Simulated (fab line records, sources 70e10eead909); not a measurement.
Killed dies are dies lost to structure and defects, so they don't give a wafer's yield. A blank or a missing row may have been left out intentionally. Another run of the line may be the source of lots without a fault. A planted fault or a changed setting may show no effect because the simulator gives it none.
Which tool was responsible? | flow nandHarc | 11 lots with 33 wafers sampled at 7 steps, on a route of 1302 steps

## WHAT THE GAUGES READ, wafer by wafer
NHARC_A_BLC_CD_MEAS_19. Usual: cdNm 99 nm, standard deviation 3.7.
lot  | measured     | on       | cdNm (nm)   | flag
L984 | day 23 22:48 | cdSem-01 | 96 102 107  | 
L985 | day 24 23:40 | cdSem-01 | 95 102 99   | 
L989 | day 25 05:58 | cdSem-03 | 104 99 96   | 
L992 | day 26 21:41 | cdSem-03 | 98 101 101  | 
L996 | day 28 09:50 | cdSem-02 | 100 92 96   | 
L995 | day 28 11:35 | cdSem-01 | 95 102 99   | 
L997 | day 28 17:02 | cdSem-01 | 100 103 97  | 
L999 | day 28 22:34 | cdSem-01 | 103 98 100  | 
L998 | day 29 00:13 | cdSem-03 | 101 102 104 | 
L101 | day 30 10:01 | cdSem-01 | 98 103 98   | 
L100 | day 30 19:04 | cdSem-03 | 104 100 97  | 

NHARC_A_M0_CD_MEAS_09 targets a cd of 80 nm. Usual: cdNm 80.2 nm, standard deviation 0.89.
lot  | measured     | on       | cdNm (nm)      | flag
L984 | day 24 01:38 | cdSem-01 | 81.5 81.5 80.9 | 
L985 | day 25 03:02 | cdSem-03 | 80.4 80.0 79.5 | 
L989 | day 25 09:20 | cdSem-03 | 79.6 80.4 81.0 | 
L992 | day 27 00:38 | cdSem-01 | 80.0 80.1 80.3 | 
L996 | day 28 12:46 | cdSem-01 | 79.5 80.1 79.2 | 
L995 | day 28 14:29 | cdSem-02 | 80.0 78.7 79.9 | 
L997 | day 28 19:56 | cdSem-01 | 78.0 79.9 80.5 | 
L999 | day 29 01:29 | cdSem-01 | 78.5 80.7 81.0 | 
L998 | day 29 03:05 | cdSem-01 | 61.8 60.6 62.0 | OFF
L101 | day 30 12:59 | cdSem-01 | 82.0 79.5 80.1 | 
L100 | day 30 22:23 | cdSem-01 | 65.3 66.2 66.3 | OFF

NHARC_A_M0_OVL_MEAS_10: pitch 160 nm. Usual: overlayXNm 0.3 nm, standard deviation 0.74; overlayYNm -0.3 nm, standard deviation 1.
lot  | measured     | on         | overlayXNm (nm) | overlayYNm (nm) | flag
L984 | day 24 01:43 | overlay-01 | 1.4 1.4 2.0     | 1.6 2.3 2.1     | 
L985 | day 25 03:07 | overlay-02 | 0.6 1.0 0.5     | -1.4 -1.9 -0.7  | 
L989 | day 25 09:25 | overlay-02 | 0.6 0.3 0.7     | -1.2 -1.2 -1.2  | 
L992 | day 27 00:43 | overlay-02 | 0.1 0.2 0.2     | -1.6 -1.6 -1.4  | 
L996 | day 28 12:51 | overlay-01 | -1.1 -1.3 -1.0  | -0.6 -1.7 -0.6  | 
L995 | day 28 14:35 | overlay-01 | 0.3 1.0 1.1     | -0.8 -0.6 -0.2  | 
L997 | day 28 20:01 | overlay-02 | 0.3 0.3 0.4     | -0.4 -0.9 -0.3  | 
L999 | day 29 01:34 | overlay-02 | 0.5 0.5 0.8     | 1.9 2.2 2.7     | 
L998 | day 29 03:11 | overlay-02 | 1.8 1.2 1.0     | -0.6 -0.2 -0.8  | 
L101 | day 30 13:04 | overlay-01 | 1.7 1.3 0.4     | -1.1 -1.6 -1.3  | 
L100 | day 30 22:28 | overlay-01 | 1.4 1.4 0.7     | -0.6 -0.5 -0.7  | 

NHARC_A_M0_CD_MEAS_16. Usual: cdNm 80.2 nm, standard deviation 1.2.
lot  | measured     | on       | cdNm (nm)      | flag
L984 | day 24 02:07 | cdSem-01 | 83.1 81.2 80.9 | 
L985 | day 25 03:39 | cdSem-01 | 80.7 78.7 79.1 | 
L989 | day 25 09:49 | cdSem-02 | 79.5 82.0 81.5 | 
L992 | day 27 01:07 | cdSem-03 | 79.5 80.6 80.3 | 
L996 | day 28 13:14 | cdSem-02 | 80.3 79.8 79.6 | 
L995 | day 28 14:59 | cdSem-02 | 79.5 78.7 80.3 | 
L997 | day 28 20:25 | cdSem-03 | 76.3 80.8 80.6 | 
L999 | day 29 01:58 | cdSem-02 | 80.0 81.1 80.7 | 
L998 | day 29 03:34 | cdSem-02 | 61.4 59.3 61.3 | OFF
L101 | day 30 13:28 | cdSem-03 | 81.9 78.3 79.3 | 
L100 | day 30 22:52 | cdSem-01 | 65.2 65.0 66.2 | OFF

NHARC_END_SORT_01. Usual: defectLimitedYield 92.3 %, standard deviation 2.7; killedAtArray 47, standard deviation 18; killedAtOther 0.9, standard deviation 1.1; killedAtPeriphery 4, standard deviation 3.1; killedDies 52, standard deviation 18; killedOpen 3.1, standard deviation 1.5; killedShort 2.4, standard deviation 1.5; sort_bin_2_pct 2.7 %, standard deviation 1.2; sort_bin_3_pct 0.6 %, standard deviation 0.38; sort_bin_4_pct 4.5 %, standard deviation 1.5; sortNPass 625, standard deviation 18; sortRimYieldPct 89 %, standard deviation 4.5; sortYieldPct 92.3 %, standard deviation 2.7.
lot  | measured     | on        | defectLimitedYield (%) | killedAtArray | killedAtOther | killedAtPeriphery | killedDies  | killedOpen | killedShort | sort_bin_2_pct (%) | sort_bin_3_pct (%) | sort_bin_4_pct (%) | sortNPass | sortRimYieldPct (%) | sortYieldPct (%) | flag
L998 | day 30 18:03 | prober-01 | 4.0 5.6 4.3            | 649 635 646   | 0 2 1         | 1 2 1             | 650 639 648 | 4 2 3      | 3 2 2       | 90.8 91.0 91.0     | 0.3 0.6 0.7        | 4.9 2.8 4.0        | 27 38 29  | 0 0 0               | 4.0 5.6 4.3      | OFF

## TOOL THAT RAN EACH LOT (tool first, then ch and the chambers of the sampled wafers, then the start)
lot  | NHARC_A_M0_EXPOSE_06              | NHARC_A_M0_DESCUM_14
L984 | arfiScanner-03 ch 0, day 24 01:29 | rieDiel-09 ch 0,1,2, day 24 01:49
L985 | arfiScanner-01 ch 0, day 25 02:54 | rieDiel-12 ch 2,3, day 25 03:13
L989 | arfiScanner-01 ch 0, day 25 09:11 | rieDiel-09 ch 0,3, day 25 09:31
L992 | arfiScanner-03 ch 0, day 27 00:30 | rieDiel-09 ch 0,1, day 27 00:49
L996 | arfiScanner-03 ch 0, day 28 12:37 | rieDiel-13 ch 0,1,2, day 28 12:57
L995 | arfiScanner-01 ch 0, day 28 14:21 | rieDiel-13 ch 0,1,3, day 28 14:41
L997 | arfiScanner-03 ch 0, day 28 19:47 | rieDiel-13 ch 0,2,3, day 28 20:07
L999 | arfiScanner-02 ch 0, day 29 01:21 | rieDiel-13 ch 1,2,3, day 29 01:41
L998 | arfiScanner-03 ch 0, day 29 02:57 | rieDiel-12 ch 0,1,2, day 29 03:17
L101 | arfiScanner-01 ch 0, day 30 12:51 | rieDiel-13 ch 0,2, day 30 13:11
L100 | arfiScanner-03 ch 0, day 30 22:14 | rieDiel-12 ch 1,2,3, day 30 22:34
- NHARC_A_M0_EXPOSE_06: exposes mask A M0, target cd 80 nm.
- NHARC_A_M0_DESCUM_14: chemistry O2, time 3 s.

## WHAT THE TOOLS THEMSELVES READ (means of the sampled wafers that have a number; where no wafer has one, the mark that the record gives instead)
NHARC_A_M0_EXPOSE_06. Usual: exposureDoseMJCm2 83.26, standard deviation 0.091.
lot  | tool           | exposureDoseMJCm2 | flag
L984 | arfiScanner-03 | 83.31             | 
L985 | arfiScanner-01 | 83.25             | 
L989 | arfiScanner-01 | 83.26             | 
L992 | arfiScanner-03 | 83.27             | 
L996 | arfiScanner-03 | 83.27             | 
L995 | arfiScanner-01 | 83.19             | 
L997 | arfiScanner-03 | 83.35             | 
L999 | arfiScanner-02 | 83.19             | 
L998 | arfiScanner-03 | 62.63             | OFF
L101 | arfiScanner-01 | 83.20             | 
L100 | arfiScanner-03 | 66.94             | OFF

NHARC_A_M0_DESCUM_14. Usual: chamberPressureMTorr 60.01 mTorr, standard deviation 0.053; drypumpMotorCurrentA 5.7 A, standard deviation 0.4; oesProductAu 1.001 a.u., standard deviation 0.014; rfVppV 57.8 V, standard deviation 0.85; showerheadPlenumPTorr 1.88 Torr, standard deviation 0.075; throttleValvePct 11.311 %, standard deviation 0.0097.
lot  | tool       | chamberPressureMTorr (mTorr) | drypumpMotorCurrentA (A) | oesProductAu (a.u.) | rfVppV (V) | showerheadPlenumPTorr (Torr) | throttleValvePct (%) | flag
L984 | rieDiel-09 | 59.98                        | 6.0                      | 0.990               | 57.7       | 1.86                         | 11.308               | 
L985 | rieDiel-12 | 60.00                        | 5.8                      | 1.002               | 58.0       | 1.85                         | 11.302               | 
L989 | rieDiel-09 | 60.06                        | 6.1                      | 1.020               | 57.4       | 1.78                         | 11.313               | 
L992 | rieDiel-09 | 59.98                        | 6.0                      | 1.001               | 58.1       | 1.86                         | 11.309               | 
L996 | rieDiel-13 | 60.02                        | 5.5                      | 0.995               | 57.7       | 1.97                         | 11.314               | 
L995 | rieDiel-13 | 60.03                        | 5.3                      | 1.005               | 57.7       | 1.92                         | 11.318               | 
L997 | rieDiel-13 | 60.05                        | 5.6                      | 1.003               | 57.8       | 1.93                         | 11.307               | 
L999 | rieDiel-13 | 60.05                        | 5.8                      | 0.998               | 58.0       | 1.94                         | 11.318               | 
L998 | rieDiel-12 | 60.01                        | 5.6                      | 0.987               | 58.0       | 1.88                         | 11.308               | 
L101 | rieDiel-13 | 59.99                        | 5.3                      | 1.010               | 58.5       | 1.97                         | 11.311               | 
L100 | rieDiel-12 | 60.00                        | 5.7                      | 0.990               | 57.6       | 1.90                         | 11.314               | 

## THE ANSWER, worked out from the rows above alone
Rule: a lot counts as off when the mean over its wafers that have a number is more than 3 standard deviations away from the usual mean. Also off: a lot with no number at a reading for which 4 or more lots have one. Any other lot the step has rows for is counted as sound. First the gauges in route order, then the tools' own readings, where a lot's mean is used as printed above. At the first step where some lot is off, the reading lying furthest off is the one used; lots without a number count as furthest.
Off: L998, L100, at NHARC_A_M0_CD_MEAS_09 (cdNm).
A tool fits if, at a process step before that reading, it ran every lot that is off, and no sound lot after the first of them. The gauges at NHARC_A_M0_CD_MEAS_09 aren't tried: what is off there is off at NHARC_A_M0_EXPOSE_06 too, on other tools, and a gauge's error can't cause that. One candidate fits, namely arfiScanner-03 at NHARC_A_M0_EXPOSE_06. Its last sound lot is L997 (day 28 19:47), its first lot that is off L998 (day 29 02:57): a fault that began between those two fits.
The tool's own readings at NHARC_A_M0_EXPOSE_06 bear it out: on the lots that are off they differ by more than 5 times the standard deviation of the sound lots' means. exposureDoseMJCm2 reads 64.78 there against 83.25 on the sound lots.

## WHAT WAS PUT IN BY THE SIMULATOR
Process parameters drifting: arfiScanner-03 at NHARC_A_M0_EXPOSE_06, beginning at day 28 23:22. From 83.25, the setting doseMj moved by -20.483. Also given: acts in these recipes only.
Lots struck among those shown: L998, L100. Same finding as the rule above.
